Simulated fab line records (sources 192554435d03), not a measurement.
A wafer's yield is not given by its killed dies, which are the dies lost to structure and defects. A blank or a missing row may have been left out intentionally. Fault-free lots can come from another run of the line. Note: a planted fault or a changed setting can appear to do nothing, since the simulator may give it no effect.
Split-lot study / flow n5-finfet / route with 1938 steps; 7 lots, 39 wafers read

SPLIT DETAILS
At N5_BEOL_M14_DEP_53 (deposits SiCN from 3MS/NH3, target thk 50 nm, time 17.8 s), the setting time-s was moved away from the recipe's 17.8 s on 18 of the 39 wafers read, by -49.5% to +56.9%. The other wafers ran this setting at the recipe's value.

The reading comes from the split's own step.

THE READING
SiCN_of_BEOL_M14_DEP_53.thk-nm (the simulator's own value, which no gauge read), in nm, at N5_BEOL_M14_DEP_53 (deposits SiCN from 3MS/NH3, target thk 50 nm, time 17.8 s). There is no usual value for it anywhere in the file. The 21 wafers here that ran the recipe average 49.6 nm, standard deviation 0.56 nm.

wafer=L075.1; tool, chamber at the split=pecvd-02, 0; time-s as run, s=13.97; against the recipe=-21.5%; SiCN_of_BEOL_M14_DEP_53.thk-nm, nm=39.2; against lot-mates on the recipe=-10.7
wafer=L075.2; tool, chamber at the split=pecvd-02, 2; time-s as run, s=17.8; against the recipe=recipe; SiCN_of_BEOL_M14_DEP_53.thk-nm, nm=49.6; against lot-mates on the recipe=-
wafer=L075.3; tool, chamber at the split=pecvd-02, 1; time-s as run, s=17.8; against the recipe=recipe; SiCN_of_BEOL_M14_DEP_53.thk-nm, nm=49.4; against lot-mates on the recipe=-
wafer=L075.4; tool, chamber at the split=pecvd-02, 0,1; time-s as run, s=13.97; against the recipe=-21.5%; SiCN_of_BEOL_M14_DEP_53.thk-nm, nm=39.8; against lot-mates on the recipe=-10.1
wafer=L075.6; tool, chamber at the split=pecvd-02, 0,1; time-s as run, s=13.97; against the recipe=-21.5%; SiCN_of_BEOL_M14_DEP_53.thk-nm, nm=39.8; against lot-mates on the recipe=-10.1
wafer=L075.5; tool, chamber at the split=pecvd-02, 2; time-s as run, s=17.8; against the recipe=recipe; SiCN_of_BEOL_M14_DEP_53.thk-nm, nm=50.6; against lot-mates on the recipe=-
wafer=L081.1; tool, chamber at the split=pecvd-02, 1; time-s as run, s=17.8; against the recipe=recipe; SiCN_of_BEOL_M14_DEP_53.thk-nm, nm=49.6; against lot-mates on the recipe=-
wafer=L081.5; tool, chamber at the split=pecvd-02, 2,0; time-s as run, s=17.8; against the recipe=recipe; SiCN_of_BEOL_M14_DEP_53.thk-nm, nm=50.6; against lot-mates on the recipe=-
wafer=L081.6; tool, chamber at the split=pecvd-02, 2,0; time-s as run, s=17.8; against the recipe=recipe; SiCN_of_BEOL_M14_DEP_53.thk-nm, nm=50.6; against lot-mates on the recipe=-
wafer=L090.1; tool, chamber at the split=pecvd-02, 2; time-s as run, s=17.8; against the recipe=recipe; SiCN_of_BEOL_M14_DEP_53.thk-nm, nm=49; against lot-mates on the recipe=-
wafer=L090.2; tool, chamber at the split=pecvd-02, 1; time-s as run, s=24.26; against the recipe=+36.3%; SiCN_of_BEOL_M14_DEP_53.thk-nm, nm=66.2; against lot-mates on the recipe=+17.1
wafer=L090.3; tool, chamber at the split=pecvd-02, 0; time-s as run, s=24.26; against the recipe=+36.3%; SiCN_of_BEOL_M14_DEP_53.thk-nm, nm=66.8; against lot-mates on the recipe=+17.7
wafer=L090.4; tool, chamber at the split=pecvd-02, 1; time-s as run, s=17.8; against the recipe=recipe; SiCN_of_BEOL_M14_DEP_53.thk-nm, nm=48.6; against lot-mates on the recipe=-
wafer=L090.5; tool, chamber at the split=pecvd-02, 0; time-s as run, s=24.26; against the recipe=+36.3%; SiCN_of_BEOL_M14_DEP_53.thk-nm, nm=68; against lot-mates on the recipe=+18.9
wafer=L090.6; tool, chamber at the split=pecvd-02, 2; time-s as run, s=17.8; against the recipe=recipe; SiCN_of_BEOL_M14_DEP_53.thk-nm, nm=49.8; against lot-mates on the recipe=-
wafer=L092.1; tool, chamber at the split=pecvd-02, 0; time-s as run, s=17.8; against the recipe=recipe; SiCN_of_BEOL_M14_DEP_53.thk-nm, nm=49.2; against lot-mates on the recipe=-
wafer=L092.2; tool, chamber at the split=pecvd-02, 1; time-s as run, s=8.991; against the recipe=-49.5%; SiCN_of_BEOL_M14_DEP_53.thk-nm, nm=25.2; against lot-mates on the recipe=-24.2
wafer=L092.3; tool, chamber at the split=pecvd-02, 2; time-s as run, s=8.991; against the recipe=-49.5%; SiCN_of_BEOL_M14_DEP_53.thk-nm, nm=24.8; against lot-mates on the recipe=-24.6
wafer=L092.4; tool, chamber at the split=pecvd-02, 2; time-s as run, s=17.8; against the recipe=recipe; SiCN_of_BEOL_M14_DEP_53.thk-nm, nm=49.6; against lot-mates on the recipe=-
wafer=L092.5; tool, chamber at the split=pecvd-02, 0; time-s as run, s=8.991; against the recipe=-49.5%; SiCN_of_BEOL_M14_DEP_53.thk-nm, nm=25.6; against lot-mates on the recipe=-23.8
wafer=L092.6; tool, chamber at the split=pecvd-02, 1; time-s as run, s=17.8; against the recipe=recipe; SiCN_of_BEOL_M14_DEP_53.thk-nm, nm=49.4; against lot-mates on the recipe=-
wafer=L095.1; tool, chamber at the split=pecvd-01, 0; time-s as run, s=17.8; against the recipe=recipe; SiCN_of_BEOL_M14_DEP_53.thk-nm, nm=49.6; against lot-mates on the recipe=-
wafer=L095.2; tool, chamber at the split=pecvd-01, 2; time-s as run, s=17.8; against the recipe=recipe; SiCN_of_BEOL_M14_DEP_53.thk-nm, nm=48.8; against lot-mates on the recipe=-
wafer=L095.3; tool, chamber at the split=pecvd-01, 2; time-s as run, s=17.8; against the recipe=recipe; SiCN_of_BEOL_M14_DEP_53.thk-nm, nm=50; against lot-mates on the recipe=-
wafer=L095.4; tool, chamber at the split=pecvd-01, 0; time-s as run, s=10.01; against the recipe=-43.8%; SiCN_of_BEOL_M14_DEP_53.thk-nm, nm=29; against lot-mates on the recipe=-20.5
wafer=L095.5; tool, chamber at the split=pecvd-01, 2; time-s as run, s=10.01; against the recipe=-43.8%; SiCN_of_BEOL_M14_DEP_53.thk-nm, nm=28.6; against lot-mates on the recipe=-20.9
wafer=L095.6; tool, chamber at the split=pecvd-01, 0; time-s as run, s=10.01; against the recipe=-43.8%; SiCN_of_BEOL_M14_DEP_53.thk-nm, nm=28.8; against lot-mates on the recipe=-20.7
wafer=L094.1; tool, chamber at the split=pecvd-03, 0; time-s as run, s=17.8; against the recipe=recipe; SiCN_of_BEOL_M14_DEP_53.thk-nm, nm=49.4; against lot-mates on the recipe=-
wafer=L094.2; tool, chamber at the split=pecvd-03, 1; time-s as run, s=17.8; against the recipe=recipe; SiCN_of_BEOL_M14_DEP_53.thk-nm, nm=49; against lot-mates on the recipe=-
wafer=L094.3; tool, chamber at the split=pecvd-03, 1; time-s as run, s=27.92; against the recipe=+56.9%; SiCN_of_BEOL_M14_DEP_53.thk-nm, nm=77.6; against lot-mates on the recipe=+28.3
wafer=L094.4; tool, chamber at the split=pecvd-03, 0; time-s as run, s=27.92; against the recipe=+56.9%; SiCN_of_BEOL_M14_DEP_53.thk-nm, nm=78.6; against lot-mates on the recipe=+29.3
wafer=L094.5; tool, chamber at the split=pecvd-03, 0; time-s as run, s=27.92; against the recipe=+56.9%; SiCN_of_BEOL_M14_DEP_53.thk-nm, nm=78.2; against lot-mates on the recipe=+28.9
wafer=L094.6; tool, chamber at the split=pecvd-03, 1; time-s as run, s=17.8; against the recipe=recipe; SiCN_of_BEOL_M14_DEP_53.thk-nm, nm=49.6; against lot-mates on the recipe=-
wafer=L096.1; tool, chamber at the split=pecvd-02, 0; time-s as run, s=17.8; against the recipe=recipe; SiCN_of_BEOL_M14_DEP_53.thk-nm, nm=49.2; against lot-mates on the recipe=-
wafer=L096.2; tool, chamber at the split=pecvd-02, 2; time-s as run, s=9.86; against the recipe=-44.6%; SiCN_of_BEOL_M14_DEP_53.thk-nm, nm=27.4; against lot-mates on the recipe=-22.3
wafer=L096.3; tool, chamber at the split=pecvd-02, 1; time-s as run, s=17.8; against the recipe=recipe; SiCN_of_BEOL_M14_DEP_53.thk-nm, nm=49.4; against lot-mates on the recipe=-
wafer=L096.4; tool, chamber at the split=pecvd-02, 1; time-s as run, s=9.86; against the recipe=-44.6%; SiCN_of_BEOL_M14_DEP_53.thk-nm, nm=27.8; against lot-mates on the recipe=-21.9
wafer=L096.5; tool, chamber at the split=pecvd-02, 2; time-s as run, s=9.86; against the recipe=-44.6%; SiCN_of_BEOL_M14_DEP_53.thk-nm, nm=28.2; against lot-mates on the recipe=-21.5
wafer=L096.6; tool, chamber at the split=pecvd-02, 0; time-s as run, s=17.8; against the recipe=recipe; SiCN_of_BEOL_M14_DEP_53.thk-nm, nm=50.4; against lot-mates on the recipe=-
Where a row lists several chambers, the file gives one row for several wafers and doesn't say which wafer went through which chamber.

FIT RESULTS
A straight line over all 39 wafers: SiCN_of_BEOL_M14_DEP_53.thk-nm changes by +0.49 nm for each +1% of time-s; r = +1.00; the points scatter about the line by 0.6 nm.
The same after taking each lot's own level away (the mean of its wafers on the recipe; 39 wafers): +0.492 nm for each +1%; r = +1.00; scatter 0.54 nm.
According to that fit, moving time-s by its largest amount changes the reading by 28 nm.
The lots' own levels span 49.13 to 50.27 nm, that is 2.0 times the standard deviation above.
Hence the lot-to-lot level has little effect on the slope; both slopes agree.
Check: +28.1 nm against its lot-mates is what the line predicts for one of the wafers moved furthest among these (+56.9%) when that wafer is left out of the fit. It came out at +28.3 nm against them.

OTHER SPLITS ON THESE WAFERS
Note: prior to the reading, these wafers also went through further splits. Each is held against what the fit with the lots' levels taken away leaves over:
other split on the same wafers=N5_BEOL_M10_DEVELOP_27 develop-time-s; wafers away from the commonest value=15; r with SiCN_of_BEOL_M14_DEP_53.thk-nm (lot level and that fit taken away)=-0.19
other split on the same wafers=N5_BEOL_M12_TRENCH_ETCH_34 target-depth-a; wafers away from the commonest value=12; r with SiCN_of_BEOL_M14_DEP_53.thk-nm (lot level and that fit taken away)=+0.02

THE FILE'S OWN FIT
SiCN_of_BEOL_M14_DEP_53.thk-nm changes by +0.491 nm for each +1% of time-s, r = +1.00.
